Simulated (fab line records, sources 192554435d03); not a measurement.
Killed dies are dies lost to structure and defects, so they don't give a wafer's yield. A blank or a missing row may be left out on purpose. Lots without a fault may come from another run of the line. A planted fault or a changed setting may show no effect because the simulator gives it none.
Split-lot experiment | flow n5_finfet | 7 lots, 21 wafers read, on a route of 1938 steps

THE SPLIT
At N5_BEOL_M13_COAT_04 (resist thk 400 nm), the setting spin_rpm was moved away from the recipe's 1625 rpm on 7 of the 21 wafers read, by -8.1% to +9.4%. The other wafers ran this setting at the recipe's value.

FROM THE SPLIT TO THE READING: what the file shows between them, 4 steps
- N5_BEOL_M13_EBR_06
- N5_BEOL_M13_SOFTBAKE_05: time 60 s
- N5_BEOL_M13_DESCUM_15: chemistry O2, time 7.9 s
- N5_BEOL_M13_ETCH_59: etches BARC in N2/H2, target depth 89 nm, overetch 26.7 nm, time 67.9 s

THE READING
coat_of_BEOL_M13_COAT_04.thk_nm (the simulator's own value, which no gauge read), in nm, at N5_BEOL_M13_VIA_ETCH_16 (etches SiOC in C4F8/O2/Ar, target depth 921.7 nm). The file gives no usual value for it. The 14 wafers here that ran the recipe average 67.0 nm, standard deviation 3.8 nm.

wafer  | tool, chamber at the split | spin_rpm as run, rpm | against the recipe | coat_of_BEOL_M13_COAT_04.thk_nm, nm | against lot-mates on the recipe
L074.4 | litho_track-03, 0          | 1705                 | +4.9%              | 55.2                                | -3.0
L074.5 | litho_track-03, 0          | 1705                 | +4.9%              | 56.4                                | -1.8
L074.6 | litho_track-03, 0          | 1625                 | recipe             | 58.2                                | -
L075.2 | litho_track-03, 0          | 1573                 | -3.2%              | 82                                  | +13.1
L075.3 | litho_track-03, 0          | 1625                 | recipe             | 70.4                                | -
L075.6 | litho_track-03, 0          | 1625                 | recipe             | 67.4                                | -
L078.2 | litho_track-03, 0          | 1778                 | +9.4%              | 47.2                                | -18.8
L078.4 | litho_track-03, 0          | 1778                 | +9.4%              | 45.6                                | -20.4
L078.6 | litho_track-03, 0          | 1625                 | recipe             | 66                                  | -
L080.1 | litho_track-03, 0          | 1625                 | recipe             | 67.8                                | -
L080.4 | litho_track-03, 0          | 1625                 | recipe             | 62                                  | -
L080.5 | litho_track-03, 0          | 1625                 | recipe             | 65.8                                | -
L084.3 | litho_track-05, 0          | 1625                 | recipe             | 73.2                                | -
L084.4 | litho_track-05, 0          | 1625                 | recipe             | 69.2                                | -
L084.5 | litho_track-05, 0          | 1625                 | recipe             | 70.2                                | -
L088.1 | litho_track-05, 0          | 1493                 | -8.1%              | 82.8                                | +17.2
L088.3 | litho_track-05, 0          | 1625                 | recipe             | 68.6                                | -
L088.4 | litho_track-05, 0          | 1625                 | recipe             | 62.6                                | -
L096.1 | litho_track-03, 0          | 1625                 | recipe             | 69.2                                | -
L096.2 | litho_track-03, 0          | 1625                 | recipe             | 67.4                                | -
L096.6 | litho_track-03, 0          | 1776                 | +9.3%              | 50.8                                | -17.5

THE FIT
A straight line over all 21 wafers: coat_of_BEOL_M13_COAT_04.thk_nm changes by -2.15 nm for each +1% of spin_rpm; r = -0.92; the points scatter about the line by 3.8 nm.
The same after taking each lot's own level away (the mean of its wafers on the recipe; 21 wafers): -1.97 nm for each +1%; r = -0.94; scatter 3.1 nm.
On that fit, the largest move of spin_rpm shifts the reading by 19 nm.
The lots' own levels span 58.20 to 70.87 nm, that is 3.4 times the standard deviation above.
So the lot-to-lot level changes the slope little: the two slopes agree.
Check: with one of the wafers moved furthest among these (+9.4%) left out of the fit, the line predicts -17.1 nm for it against its lot-mates. It came out at -18.8 nm against them.

OTHER SPLITS ON THESE WAFERS
These wafers also went through other splits before the reading. Each is held against what the fit with the lots' levels taken away leaves over:
other split on the same wafers | wafers away from the commonest value | r with coat_of_BEOL_M13_COAT_04.thk_nm (lot level and that fit taken away)
N5_BEOL_M11_COAT_22 spin_rpm   | 9                                    | +0.33
N5_BEOL_M11_EXPOSE_25 dose_mj  | 8                                    | -0.43
N5_BEOL_M12_PEB_08 peb_temp_c  | 7                                    | -0.08

THE WHOLE CHAIN: every reading that the file lists as answering this split, in the file's order
step                    | what it does                                                            | reading                                                                          | change (the file's fit)              | r (the file's)
N5_BEOL_M13_COAT_04     | resist thk 400 nm                                                       | coat_of_BEOL_M13_COAT_04.thk_nm (the simulator's own value, which no gauge read) | -1.92 nm for each +1% of the setting | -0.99
N5_BEOL_M13_ETCH_59     | etches BARC in N2/H2, target depth 89 nm, overetch 26.7 nm, time 67.9 s | coat_of_BEOL_M13_COAT_04.thk_nm (the simulator's own value, which no gauge read) | -1.84 nm for each +1% of the setting | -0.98
N5_BEOL_M13_VIA_ETCH_16 | etches SiOC in C4F8/O2/Ar, target depth 921.7 nm                        | coat_of_BEOL_M13_COAT_04.thk_nm (the simulator's own value, which no gauge read) | -1.96 nm for each +1% of the setting | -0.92
N5_BEOL_M13_STRIP_63    | strips in N2/H2                                                         | strip_time_to_endpoint_s                                                         | withheld for each +1% of the setting | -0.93

THE FILE'S OWN FIT
coat_of_BEOL_M13_COAT_04.thk_nm changes by -1.96 nm for each +1% of spin_rpm, r = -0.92.
